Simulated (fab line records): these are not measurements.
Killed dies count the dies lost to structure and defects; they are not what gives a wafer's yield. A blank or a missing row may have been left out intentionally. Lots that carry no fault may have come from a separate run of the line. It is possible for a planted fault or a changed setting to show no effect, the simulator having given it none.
Code-filled problem report in 8D (eight disciplines) form	flow n5_finfet	the parts of the form that need people (team, actions taken, sign-off) are left out

1. WHAT WENT WRONG
killed_at_M0_to_M3 at N5_PASSIVATION_PROBE_49 reads a mean of 127 on 1 wafer of 1 lot; wafers without a fault read 33 with a standard deviation of 9.9. Measured from the usual mean, that is +9.5 standard deviations.
The first sign was on wafer L585.6 at day 14 12:29, on prober-02. At this step, 7 wafers from 3 lots have a number in the record. Rule for "out" (also "out of limits"): further than 4 standard deviations from the usual mean. Any other wafer with a number is counted as sound.

2. WHAT IT IS, WHAT IT ISN'T
question	is	is not
which readings at this step	killed_at_M0_to_M3, defect_limited_yield, killed_dies, killed_on_rim, sort_bin_5_function, sort_n_pass, sort_yield_pct	killed_at_M4_up, killed_at_contacts, killed_at_front_end, killed_at_other, killed_open, killed_short, sort_bin_6_memory
which lots	L585	L588, L591
which wafers of those lots	L585.6	L585.4, L585.5
read on which tools	prober-02	prober-01
when	from day 14 12:29	up to then (2 sound wafers); but 4 sound wafers of L588, L591 came after

3. THE SUSPECTS, EACH WITH WHAT RULES IT OUT
Counting: if a tool at a process step up to the reading ran every lot that is out, it stays a suspect. Sound lots after the first of them don't rule it out here, since some wafers of a struck lot are sound.
- wet_bench-04 at N5_BEOL_M1_HM_STRIP_39 (strips TiN in peroxide tin strip, target depth 25 nm, time 158 s): kept. It ran the lot that is out, L585 (day 7 23:49).
- rie_diel-06 at N5_PASSIVATION_PASS_ETCH_74 (etches SiNx in CF4/O2, target depth 220 nm, time 110 s): kept. It ran the lot that is out, L585 (day 14 05:20).
- rie_metal-02 at N5_PASSIVATION_AL_ETCH_33 (etches Al in Cl2/BCl3, stops on TaN, target depth 2800 nm, time 466.7 s): kept. It ran the lot that is out, L585 (day 14 07:28).
- rie_metal-02 at N5_PASSIVATION_ETCH_59 (etches TaN in Cl2/BCl3, target depth 65 nm, time 34.9 s): kept. It ran the lot that is out, L585 (day 14 07:46).
- prober-02 at N5_PASSIVATION_PROBE_49: kept. It ran the lot that is out, L585 (day 14 12:23). Its own readings are out on those wafers: defect_limited_yield, killed_at_M0_to_M3, killed_dies, killed_on_rim, sort_bin_5_function, sort_n_pass, sort_yield_pct.
- At N5_PASSIVATION_PASS_ETCH_74, inside rie_diel-06: chamber 3 took the wafers that are out, while their sound lot-mates went through chambers 1, 2.
Left after counting: wet_bench-04 at N5_BEOL_M1_HM_STRIP_39, rie_diel-06 at N5_PASSIVATION_PASS_ETCH_74, rie_metal-02 at N5_PASSIVATION_AL_ETCH_33, rie_metal-02 at N5_PASSIVATION_ETCH_59, prober-02 at N5_PASSIVATION_PROBE_49.

4. THE CAUSE (what the simulator had put in)
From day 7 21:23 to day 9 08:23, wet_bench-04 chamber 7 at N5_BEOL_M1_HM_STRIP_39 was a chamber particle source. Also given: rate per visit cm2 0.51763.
Counting leaves 5 suspects; this tool is one of them.

5. THE CHAIN OF EFFECTS, in route order
Each row: a reading where the mean over the struck wafers with a number is more than 3 standard deviations away from the usual. Scope: only readings with a usual standard deviation given in the record; hours: median across lots of the time from each lot's start at the first step in this table that gives one to its start at this step; sigmas: change in usual standard deviations.
hours	step	reading	usual	on struck wafers	change	sigmas
0	N5_PASSIVATION_PROBE_49	defect_limited_yield	91.5 %	83.6	-7.9	-5.3
0	N5_PASSIVATION_PROBE_49	killed_at_M0_to_M3	33	127	+94	+9.5
0	N5_PASSIVATION_PROBE_49	killed_dies	100	194	+94	+5.2
0	N5_PASSIVATION_PROBE_49	killed_on_rim	13	32	+19	+4.6
0	N5_PASSIVATION_PROBE_49	sort_bin_5_function	5.0 %	10.8	+5.8	+5.8
0	N5_PASSIVATION_PROBE_49	sort_n_pass	1080	986	-94	-5.2
0	N5_PASSIVATION_PROBE_49	sort_yield_pct	91.5 %	83.6	-7.9	-5.3
Here are the process steps it includes:
- N5_PASSIVATION_PROBE_49

6. WHAT WOULD HAVE CAUGHT IT SOONER
In this record the first reading out of limits was taken at day 14 12:29, 159 hours after the fault began at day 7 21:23.
The start of N5_BEOL_M1_HM_STRIP_39 on wet_bench-04 came by day 14 12:29 for every one of the lots that are out (1). Tool hold at that time: it would have spared none of them.
